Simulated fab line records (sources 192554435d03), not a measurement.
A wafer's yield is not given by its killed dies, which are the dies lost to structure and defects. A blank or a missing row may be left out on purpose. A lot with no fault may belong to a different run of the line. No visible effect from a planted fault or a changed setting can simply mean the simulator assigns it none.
Split-lot study	flow n5 finfet	39 wafers read across 7 lots, on a route 1938 steps long

## ABOUT THE SPLIT
At N5_DUMMY_GATE_ETCH_37 (etches SOC in N2/H2, target depth 60 nm, overetch 30 nm), the setting source w was moved away from the recipe's 840 W on 9 of the 39 wafers read, by -15.6% to +11.6%. The other wafers ran this setting at the recipe's value.

The reading is taken at the split's own step.

## THE READING
rf vpp V, in V, at N5_DUMMY_GATE_ETCH_37 (etches SOC in N2/H2, target depth 60 nm, overetch 30 nm). A value of 524.3 V with a standard deviation of 1.8 V is what fault-free wafers of this fab line usually give.

wafer	tool, chamber at the split	source w as run, W	against the recipe	rf vpp V, V	against lot-mates on the recipe
L074.1	rie diel-03, 3	840	recipe	526.5	-
L074.2	rie diel-03, 2	840	recipe	526.7	-
L074.3	rie diel-03, 1	840	recipe	524.3	-
L074.4	rie diel-03, 0	840	recipe	522.9	-
L074.5	rie diel-03, 2	840	recipe	525.1	-
L074.6	rie diel-03, 1	840	recipe	524.6	-
L077.1	rie diel-03, 3	840	recipe	525.5	-
L077.2	rie diel-03, 0	840	recipe	523.7	-
L077.3	rie diel-03, 1	840	recipe	526.5	-
L077.4	rie diel-03, 2	840	recipe	526.0	-
L077.5	rie diel-03, 2	840	recipe	527.1	-
L077.6	rie diel-03, 1	840	recipe	525.7	-
L080.1	rie diel-06, 1	840	recipe	519.8	-
L080.2	rie diel-06, 0	716.2	-14.7%	553.5	+29.8
L080.3	rie diel-06, 2	840	recipe	525.4	-
L080.4	rie diel-06, 3	716.2	-14.7%	551.8	+28.1
L080.5	rie diel-06, 2	840	recipe	525.9	-
L080.6	rie diel-06, 1	716.2	-14.7%	549.0	+25.3
L082.1	rie diel-05, 2	709.3	-15.6%	552.5	+29.4
L082.2	rie diel-05, 0	840	recipe	523.3	-
L082.3	rie diel-05, 3	709.3	-15.6%	554.6	+31.5
L082.4	rie diel-05, 1	709.3	-15.6%	553.5	+30.4
L082.5	rie diel-05, 1	840	recipe	522.3	-
L082.6	rie diel-05, 2	840	recipe	523.6	-
L089.1	rie diel-03, 1	840	recipe	525.3	-
L089.2	rie diel-03, 3	840	recipe	523.4	-
L089.3	rie diel-03, 2	840	recipe	526.1	-
L089.4	rie diel-03, 1	840	recipe	525.1	-
L089.5	rie diel-03, 2	840	recipe	527.3	-
L089.6	rie diel-03, 3	840	recipe	523.5	-
L090.4	rie diel-03, 3	840	recipe	523.7	-
L090.5	rie diel-03, 1	840	recipe	526.1	-
L090.6	rie diel-03, 2	840	recipe	526.7	-
L094.1	rie diel-05, 2	840	recipe	524.5	-
L094.2	rie diel-05, 1	937.8	+11.6%	503.0	-21.7
L094.3	rie diel-05, 0	937.8	+11.6%	503.5	-21.2
L094.4	rie diel-05, 3	840	recipe	525.2	-
L094.5	rie diel-05, 3	840	recipe	524.4	-
L094.6	rie diel-05, 0	937.8	+11.6%	505.8	-18.9

THE FIT
A straight line over all 39 wafers: rf vpp V changes by -1.81 V for each +1% of source w; r = -0.99; the points scatter about the line by 1.6 V.
The same after taking each lot's own level away (the mean of its wafers on the recipe; 39 wafers): -1.88 V for each +1%; r = -0.99; scatter 1.5 V.
That fit puts the effect of the largest move of source w on the reading at 29 V.
From 523.07 to 525.75 V: that is the span of the lots' own levels, equal to 1.5 times the standard deviation above.
The two slopes are in agreement: the lot-to-lot level therefore moves the slope only a little.
Check: +29.5 V against its lot-mates is what the line predicts for one of the wafers moved furthest among these (-15.6%) when that wafer is left out of the fit. Against them it came out at +29.4 V.
Tool readings at the split's step, against how far the setting was moved: rf vpp V r = -0.99.

## FURTHER SPLITS ON THESE WAFERS
Before the reading, these wafers also passed through other splits. Each is held against what the fit with the lots' levels taken away leaves over:
other split on the same wafers	wafers away from the commonest value	r with rf vpp V (lot level and that fit taken away)
N5_WELL_APT_IMPLANT_32 energy kev	15	-0.15
N5_WELL_APT_EPI_41 time s	12	+0.17
N5_DUMMY_GATE_HM_DEP_06 time s	30	-0.09

## THE FILE'S OWN FIT
rf vpp V changes by -1.89 V for each +1% of source w, r = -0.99.
